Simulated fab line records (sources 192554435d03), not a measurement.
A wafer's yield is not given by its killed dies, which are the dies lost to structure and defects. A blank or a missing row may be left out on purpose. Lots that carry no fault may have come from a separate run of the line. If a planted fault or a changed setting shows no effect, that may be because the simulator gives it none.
Which of the tools did it? | flow n5-finfet | Sampling: 24 lots, 72 wafers, 6 of 1938 route steps

== WHAT EACH GAUGE READ, for each wafer ==
Not one reading of a measure or inspect step in the record can be checked against a usual standard deviation.

== WHICH TOOL RAN EACH LOT (tool, then ch and the chambers of the sampled wafers, then the start) ==
lot  | N5_BEOL_M6_ANNEAL_51             | N5_BEOL_M6_CMP_52             | N5_BEOL_M7_CURE_74            | N5_BEOL_M7_HM_DEP_02         | N5_BEOL_M7_ETCH_66                 | N5_BEOL_M7_CMP_52
L074 | rtp-anneal-02 ch 0, day 10 14:31 | cmp-01 ch 0,1,2, day 10 14:50 | uv-cure-03 ch 0, day 10 15:33 | pvd-sputter-02, day 10 17:22 | rie-diel-06 ch 0,3, day 10 19:14   | cmp-04 ch 0,1,3, day 10 23:01
L075 | rtp-anneal-01 ch 0, day 11 22:22 | cmp-01 ch 1,2,3, day 11 22:41 | uv-cure-02 ch 1, day 11 23:16 | pvd-sputter-01, day 12 01:05 | rie-diel-01 ch 0,2,3, day 12 03:52 | cmp-04 ch 0,1, day 12 06:16
L076 | rtp-anneal-01 ch 0, day 12 02:32 | cmp-02 ch 1,2,3, day 12 02:52 | uv-cure-01 ch 0, day 12 03:23 | pvd-sputter-03, day 12 04:28 | rie-diel-03 ch 0,2, day 12 06:30   | cmp-04 ch 0,2, day 12 09:38
L077 | rtp-anneal-02 ch 0, day 12 09:34 | cmp-01 ch 0,1,2, day 12 09:52 | uv-cure-02 ch 0, day 12 10:31 | pvd-sputter-01, day 12 11:31 | rie-diel-03 ch 0,1,2, day 12 14:22 | cmp-01 ch 0,2,3, day 12 17:41
L078 | rtp-anneal-01 ch 0, day 12 16:22 | cmp-01 ch 1,2,3, day 12 16:40 | uv-cure-01 ch 1, day 12 17:28 | pvd-sputter-03, day 12 18:50 | rie-diel-03 ch 0,1,3, day 12 22:37 | cmp-04 ch 0,1,3, day 13 01:49
L080 | rtp-anneal-02 ch 0, day 12 23:22 | cmp-02 ch 0,2,3, day 12 23:39 | uv-cure-02 ch 2, day 13 00:13 | pvd-sputter-03, day 13 03:20 | rie-diel-01 ch 0,2,3, day 13 07:10 | cmp-04 ch 0,1,2, day 13 09:38
L081 | rtp-anneal-02 ch 0, day 13 05:19 | cmp-02 ch 0,1,3, day 13 05:36 | uv-cure-03 ch 0, day 13 06:09 | pvd-sputter-01, day 13 07:41 | rie-diel-01 ch 0,1,3, day 13 11:42 | cmp-01 ch 0,1,2, day 13 14:38
L082 | rtp-anneal-01 ch 0, day 13 10:09 | cmp-01 ch 0,1,3, day 13 10:29 | uv-cure-03 ch 0, day 13 11:05 | pvd-sputter-01, day 13 12:30 | rie-diel-01 ch 2,3, day 13 18:01   | cmp-04 ch 1,2, day 13 21:47
L083 | rtp-anneal-02 ch 0, day 13 10:13 | cmp-02 ch 2,3, day 13 10:34   | uv-cure-01 ch 2, day 13 11:07 | pvd-sputter-01, day 13 12:41 | rie-diel-06 ch 0,1,2, day 13 17:03 | cmp-04 ch 0,1,3, day 13 19:46
L084 | rtp-anneal-02 ch 0, day 13 14:41 | cmp-02 ch 1,2, day 13 14:53   | uv-cure-01 ch 1, day 13 15:36 | pvd-sputter-02, day 13 17:56 | rie-diel-01 ch 0,1,2, day 13 20:38 | cmp-01 ch 0,1,2, day 13 23:30
L085 | rtp-anneal-02 ch 0, day 14 00:30 | cmp-02 ch 2,3, day 14 00:50   | uv-cure-03 ch 0, day 14 02:07 | pvd-sputter-01, day 14 04:49 | rie-diel-01 ch 0,1,3, day 14 09:04 | cmp-01 ch 0,1,2, day 14 11:57
L092 | rtp-anneal-01 ch 0, day 14 02:44 | cmp-02 ch 1,2,3, day 14 03:01 | uv-cure-01 ch 2, day 14 03:41 | pvd-sputter-01, day 14 05:13 | rie-diel-06 ch 0,1,2, day 14 09:13 | cmp-01 ch 0,1,3, day 14 12:29
L086 | rtp-anneal-01 ch 0, day 14 04:52 | cmp-02 ch 1,2,3, day 14 05:12 | uv-cure-02 ch 0, day 14 06:02 | pvd-sputter-03, day 14 08:31 | rie-diel-03 ch 2,3, day 14 11:10   | cmp-01 ch 0,2,3, day 14 15:17
L088 | rtp-anneal-01 ch 0, day 14 19:38 | cmp-01 ch 0,2,3, day 14 19:58 | uv-cure-03 ch 0, day 14 20:38 | pvd-sputter-03, day 14 21:56 | rie-diel-06 ch 2,3, day 14 23:37   | cmp-04 ch 2,3, day 15 03:50
L087 | rtp-anneal-01 ch 0, day 15 00:28 | cmp-02 ch 0,2, day 15 00:41   | uv-cure-03 ch 1, day 15 01:45 | pvd-sputter-02, day 15 04:25 | rie-diel-06 ch 0,1,3, day 15 05:56 | cmp-04 ch 2,3, day 15 08:37
L089 | rtp-anneal-02 ch 0, day 15 00:58 | cmp-02 ch 0,1,2, day 15 01:17 | uv-cure-03 ch 2, day 15 02:38 | pvd-sputter-02, day 15 04:37 | rie-diel-06 ch 1,2, day 15 06:22   | cmp-01 ch 0,1, day 15 08:58
L090 | rtp-anneal-02 ch 0, day 15 03:53 | cmp-02 ch 1,2, day 15 04:08   | uv-cure-03 ch 2, day 15 04:59 | pvd-sputter-02, day 15 06:55 | rie-diel-06 ch 0,1,2, day 15 10:19 | cmp-03 ch 0,1,2, day 15 13:05
L091 | rtp-anneal-02 ch 0, day 15 08:25 | cmp-04 ch 0,2,3, day 15 08:52 | uv-cure-02 ch 1, day 15 09:23 | pvd-sputter-01, day 15 10:59 | rie-diel-06 ch 1,2,3, day 15 13:52 | cmp-01 ch 0,2,3, day 15 16:28
L093 | rtp-anneal-01 ch 0, day 15 10:34 | cmp-01 ch 0,1,3, day 15 10:53 | uv-cure-03 ch 0, day 15 11:29 | pvd-sputter-01, day 15 12:20 | rie-diel-01 ch 0,1, day 15 14:17   | cmp-03 ch 0,3, day 15 16:44
L079 | rtp-anneal-02 ch 0, day 16 11:43 | cmp-02 ch 1,2, day 16 12:04   | uv-cure-03 ch 1, day 16 12:34 | pvd-sputter-02, day 16 14:15 | rie-diel-01 ch 0,1,2, day 16 18:39 | cmp-01 ch 0,1,3, day 16 21:41
L097 | rtp-anneal-01 ch 0, day 16 12:08 | cmp-02 ch 1,3, day 16 12:26   | uv-cure-03 ch 2, day 16 13:03 | pvd-sputter-01, day 16 14:58 | rie-diel-03 ch 0,1,3, day 16 18:56 | cmp-04 ch 0,3, day 16 22:14
L096 | rtp-anneal-01 ch 0, day 16 17:19 | cmp-01 ch 2,3, day 16 17:38   | uv-cure-01 ch 0, day 16 18:11 | pvd-sputter-03, day 16 19:35 | rie-diel-01 ch 1,2,3, day 16 23:40 | cmp-03 ch 1,3, day 17 02:52
L094 | rtp-anneal-01 ch 0, day 17 07:12 | cmp-01 ch 0,1,3, day 17 07:34 | uv-cure-03 ch 2, day 17 08:05 | pvd-sputter-02, day 17 12:43 | rie-diel-01 ch 0,1,3, day 17 16:32 | cmp-03 ch 0,3, day 17 19:32
L095 | rtp-anneal-01 ch 0, day 17 12:31 | cmp-02 ch 0,1, day 17 12:52   | uv-cure-03 ch 0, day 17 13:22 | pvd-sputter-03, day 17 16:04 | rie-diel-03 ch 0,1,2, day 17 18:16 | cmp-04 ch 1,2, day 17 22:09
- N5_BEOL_M6_ANNEAL_51: time 90 s.
- N5_BEOL_M6_CMP_52: polishes, stops on SiCOH lowk, t overpolish 6.9 s, target thk 80 nm.
- N5_BEOL_M7_CURE_74: cures SiCOH lowk, time 240 s.
- N5_BEOL_M7_HM_DEP_02: deposits TiN, target thk 20 nm.
- N5_BEOL_M7_ETCH_66: etches SOC in N2/H2, target depth 80 nm, overetch 16 nm, time 120 s.
- N5_BEOL_M7_CMP_52: polishes, stops on SiCOH lowk, t overpolish 6.9 s, target thk 80 nm.

== AS READ BY THE TOOLS THEMSELVES (means over the sampled wafers that have a number; for cases with no such wafer, the mark the record gives instead) ==
N5_BEOL_M6_ANNEAL_51.
lot  | tool          | anneal-temp-c (C) | wafer_temp_C_max
L074 | rtp-anneal-02 | 225.25            | 225.94
L075 | rtp-anneal-01 | 224.97            | 225.71
L076 | rtp-anneal-01 | 225.16            | 225.42
L077 | rtp-anneal-02 | 224.92            | 226.06
L078 | rtp-anneal-01 | 225.08            | 225.91
L080 | rtp-anneal-02 | 224.94            | 226.08
L081 | rtp-anneal-02 | 224.96            | 226.00
L082 | rtp-anneal-01 | 224.81            | 225.83
L083 | rtp-anneal-02 | 225.06            | 225.96
L084 | rtp-anneal-02 | 225.01            | 226.20
L085 | rtp-anneal-02 | 224.98            | 225.98
L092 | rtp-anneal-01 | 225.08            | 225.89
L086 | rtp-anneal-01 | 224.96            | 225.71
L088 | rtp-anneal-01 | 225.17            | 225.86
L087 | rtp-anneal-01 | 225.13            | 225.80
L089 | rtp-anneal-02 | 225.02            | 226.01
L090 | rtp-anneal-02 | 224.98            | 225.94
L091 | rtp-anneal-02 | 225.05            | 226.25
L093 | rtp-anneal-01 | 224.96            | 225.96
L079 | rtp-anneal-02 | 224.88            | 226.36
L097 | rtp-anneal-01 | 225.01            | 225.97
L096 | rtp-anneal-01 | 224.82            | 225.93
L094 | rtp-anneal-01 | 225.01            | 225.78
L095 | rtp-anneal-01 | 225.16            | 225.45

N5_BEOL_M6_CMP_52.
lot  | tool   | barrier-field-endpoint-s (s) | motor-current-A (A) | overpolish-run-s (s) | time-to-endpoint-s (s)
L074 | cmp-01 | 29.2                         | 6.0                 | 6.902                | 60.3
L075 | cmp-01 | 28.2                         | 6.3                 | 6.908                | 62.8
L076 | cmp-02 | 29.3                         | 5.9                 | 6.893                | 64.4
L077 | cmp-01 | 28.1                         | 5.9                 | 6.889                | 60.1
L078 | cmp-01 | 29.7                         | 6.3                 | 6.895                | 63.1
L080 | cmp-02 | 29.4                         | 6.6                 | 6.901                | 63.2
L081 | cmp-02 | 29.8                         | 6.2                 | 6.903                | 65.0
L082 | cmp-01 | 29.3                         | 5.9                 | 6.897                | 66.2
L083 | cmp-02 | 28.9                         | 6.1                 | 6.897                | 64.8
L084 | cmp-02 | 29.3                         | 5.9                 | 6.905                | 66.2
L085 | cmp-02 | 28.5                         | 6.8                 | 6.889                | 62.8
L092 | cmp-02 | 28.4                         | 6.0                 | 6.908                | 61.2
L086 | cmp-02 | 28.2                         | 6.0                 | 6.905                | 60.2
L088 | cmp-01 | 29.6                         | 6.0                 | 6.902                | 64.6
L087 | cmp-02 | 28.6                         | 7.4                 | 6.904                | 61.7
L089 | cmp-02 | 29.2                         | 6.8                 | 6.903                | 61.6
L090 | cmp-02 | 28.9                         | 6.4                 | 6.912                | 61.0
L091 | cmp-04 | 29.1                         | 6.0                 | 6.905                | 63.3
L093 | cmp-01 | 28.5                         | 5.8                 | 6.914                | 62.7
L079 | cmp-02 | 29.2                         | 5.7                 | 6.895                | 63.7
L097 | cmp-02 | 28.4                         | 5.6                 | 6.898                | 61.7
L096 | cmp-01 | 29.6                         | 6.2                 | 6.901                | 64.1
L094 | cmp-01 | 29.7                         | 5.8                 | 6.895                | 62.0
L095 | cmp-02 | 30.0                         | 6.7                 | 6.903                | 65.0

N5_BEOL_M7_CURE_74.
lot  | tool       | lamp-power-pct (%) | wafer_temp_C_max
L074 | uv-cure-03 | 52.36              | 387.2
L075 | uv-cure-02 | 52.35              | 386.9
L076 | uv-cure-01 | 52.30              | 386.5
L077 | uv-cure-02 | 52.27              | 386.6
L078 | uv-cure-01 | 52.34              | 387.0
L080 | uv-cure-02 | 52.31              | 386.0
L081 | uv-cure-03 | 52.28              | 387.2
L082 | uv-cure-03 | 52.31              | 387.5
L083 | uv-cure-01 | 52.33              | 387.3
L084 | uv-cure-01 | 52.24              | 386.9
L085 | uv-cure-03 | 52.31              | 387.5
L092 | uv-cure-01 | 52.29              | 387.5
L086 | uv-cure-02 | 52.31              | 386.6
L088 | uv-cure-03 | 52.31              | 386.9
L087 | uv-cure-03 | 52.31              | 387.3
L089 | uv-cure-03 | 52.34              | 386.7
L090 | uv-cure-03 | 52.32              | 386.4
L091 | uv-cure-02 | 52.37              | 386.7
L093 | uv-cure-03 | 52.30              | 387.6
L079 | uv-cure-03 | 52.25              | 387.9
L097 | uv-cure-03 | 52.37              | 386.2
L096 | uv-cure-01 | 52.35              | 386.3
L094 | uv-cure-03 | 52.31              | 386.4
L095 | uv-cure-03 | 52.29              | 387.3

N5_BEOL_M7_HM_DEP_02.
lot  | tool           | susceptor-temp-C (C) | throttle-valve-pct (%)
L074 | pvd-sputter-02 | 25.05                | 30.2
L075 | pvd-sputter-01 | 24.91                | 30.2
L076 | pvd-sputter-03 | 24.95                | 30.2
L077 | pvd-sputter-01 | 24.96                | 29.7
L078 | pvd-sputter-03 | 25.02                | 29.9
L080 | pvd-sputter-03 | 24.92                | 29.6
L081 | pvd-sputter-01 | 25.01                | 29.7
L082 | pvd-sputter-01 | 24.89                | 30.2
L083 | pvd-sputter-01 | 25.01                | 29.2
L084 | pvd-sputter-02 | 25.02                | 29.2
L085 | pvd-sputter-01 | 25.07                | 30.2
L092 | pvd-sputter-01 | 24.96                | 29.7
L086 | pvd-sputter-03 | 25.05                | 30.2
L088 | pvd-sputter-03 | 24.92                | 30.3
L087 | pvd-sputter-02 | 24.95                | 29.1
L089 | pvd-sputter-02 | 25.10                | 29.9
L090 | pvd-sputter-02 | 24.99                | 30.3
L091 | pvd-sputter-01 | 24.89                | 29.7
L093 | pvd-sputter-01 | 24.93                | 29.7
L079 | pvd-sputter-02 | 25.04                | 29.1
L097 | pvd-sputter-01 | 24.99                | 29.7
L096 | pvd-sputter-03 | 24.97                | 30.4
L094 | pvd-sputter-02 | 24.91                | 30.1
L095 | pvd-sputter-03 | 24.99                | 29.7

N5_BEOL_M7_ETCH_66.
lot  | tool        | drypump-motor-current-A (A) | oes-product-au (a.u.) | rf-fwd-power-W (W) | rf-vpp-V (V) | showerhead-plenum-p-Torr (Torr) | throttle-valve-pct (%)
L074 | rie-diel-06 | 5.6                         | 0.59                  | 836.9              | 525.0        | 2.59                            | 18.13
L075 | rie-diel-01 | 6.3                         | 0.65                  | 836.7              | 523.1        | 2.54                            | 18.02
L076 | rie-diel-03 | 5.2                         | 0.56                  | 837.7              | 525.5        | 2.60                            | 17.95
L077 | rie-diel-03 | 5.6                         | 0.55                  | 836.7              | 522.6        | 2.53                            | 17.87
L078 | rie-diel-03 | 5.7                         | 0.58                  | 832.8              | 522.2        | 2.51                            | 17.89
L080 | rie-diel-01 | 6.4                         | 0.64                  | 834.2              | 523.4        | 2.54                            | 18.04
L081 | rie-diel-01 | 6.3                         | 0.60                  | 833.2              | 522.7        | 2.48                            | 17.96
L082 | rie-diel-01 | 6.1                         | 0.66                  | 836.1              | 524.0        | 2.54                            | 17.93
L083 | rie-diel-06 | 6.0                         | 0.67                  | 836.0              | 523.3        | 2.54                            | 17.81
L084 | rie-diel-01 | 6.4                         | 0.60                  | 836.1              | 524.1        | 2.55                            | 18.06
L085 | rie-diel-01 | 6.3                         | 0.60                  | 833.3              | 522.4        | 2.48                            | 17.97
L092 | rie-diel-06 | 6.0                         | 0.66                  | 834.1              | 524.4        | 2.54                            | 17.80
L086 | rie-diel-03 | 5.1                         | 0.59                  | 835.6              | 525.4        | 2.61                            | 17.91
L088 | rie-diel-06 | 5.6                         | 0.58                  | 836.5              | 523.1        | 2.51                            | 18.11
L087 | rie-diel-06 | 5.6                         | 0.66                  | 835.8              | 524.6        | 2.58                            | 17.88
L089 | rie-diel-06 | 6.0                         | 0.60                  | 836.7              | 522.1        | 2.48                            | 17.87
L090 | rie-diel-06 | 6.0                         | 0.64                  | 836.2              | 523.2        | 2.54                            | 17.84
L091 | rie-diel-06 | 5.6                         | 0.60                  | 837.8              | 523.6        | 2.52                            | 17.92
L093 | rie-diel-01 | 6.5                         | 0.57                  | 837.2              | 521.1        | 2.47                            | 18.09
L079 | rie-diel-01 | 6.4                         | 0.58                  | 835.9              | 524.1        | 2.55                            | 18.08
L097 | rie-diel-03 | 5.7                         | 0.56                  | 836.8              | 523.6        | 2.50                            | 17.91
L096 | rie-diel-01 | 6.2                         | 0.60                  | 836.2              | 524.5        | 2.55                            | 17.98
L094 | rie-diel-01 | 6.3                         | 0.58                  | 835.4              | 521.5        | 2.47                            | 18.01
L095 | rie-diel-03 | 5.5                         | 0.61                  | 833.4              | 523.1        | 2.51                            | 17.78

N5_BEOL_M7_CMP_52.
lot  | tool   | barrier-field-endpoint-s (s) | motor-current-A (A) | overpolish-run-s (s) | time-to-endpoint-s (s)
L074 | cmp-04 | 29.9                         | 6.2                 | 6.896                | 64.8
L075 | cmp-04 | 29.0                         | 6.5                 | 6.904                | 62.7
L076 | cmp-04 | 29.8                         | 5.8                 | 6.903                | 65.6
L077 | cmp-01 | 28.0                         | 6.0                 | 6.894                | 61.0
L078 | cmp-04 | 30.2                         | 6.2                 | 6.896                | 62.1
L080 | cmp-04 | 28.1                         | 6.2                 | 6.909                | 62.8
L081 | cmp-01 | 28.9                         | 6.1                 | 6.906                | 62.2
L082 | cmp-04 | 28.5                         | 5.8                 | 6.900                | 58.3
L083 | cmp-04 | 29.0                         | 6.2                 | 6.898                | 62.4
L084 | cmp-01 | 30.4                         | 6.0                 | 6.907                | 66.1
L085 | cmp-01 | 29.1                         | 6.0                 | 6.903                | 60.5
L092 | cmp-01 | 28.8                         | 5.8                 | 6.893                | 59.9
L086 | cmp-01 | 28.0                         | 6.0                 | 6.896                | 60.1
L088 | cmp-04 | 28.9                         | 5.7                 | 6.905                | 61.8
L087 | cmp-04 | 28.8                         | 6.0                 | 6.897                | 58.7
L089 | cmp-01 | 27.3                         | 5.8                 | 6.895                | 59.0
L090 | cmp-03 | 28.6                         | 6.2                 | 6.897                | 61.2
L091 | cmp-01 | 28.3                         | 6.1                 | 6.904                | 58.6
L093 | cmp-03 | 28.9                         | 6.6                 | 6.900                | 61.5
L079 | cmp-01 | 28.3                         | 5.8                 | 6.893                | 57.7
L097 | cmp-04 | 29.4                         | 6.4                 | 6.905                | 62.4
L096 | cmp-03 | 29.3                         | 6.4                 | 6.900                | 62.6
L094 | cmp-03 | 28.0                         | 6.5                 | 6.906                | 64.3
L095 | cmp-04 | 28.1                         | 5.7                 | 6.900                | 58.9

== THE ANSWER, worked out from the rows above alone ==
Rule: what is usual is taken from the lots themselves. Put in order of their means at a reading, lots are off if they are a third of the lots or fewer, leave a main group of 4 or more, and stand apart from it by a gap of 3 or more times the standard deviation of the main group's means; of several such gaps the widest counts. The tables above print the reading to a certain number of digits; a main group whose means all agree to those digits is not used. Also off: a lot with no number at a reading for which 4 or more lots have one. Where the step has rows for the other lots, those lots are counted as sound. After the gauges, taken in route order, come the tools' own readings; for these a lot's mean is taken, as printed above. At the first step where some lot is off, the reading lying furthest off is the one used; lots without a number count as furthest.
None of the lots is off at any reading shown; this tells nothing.

== WHAT HAD BEEN PUT IN BY THE SIMULATOR ==
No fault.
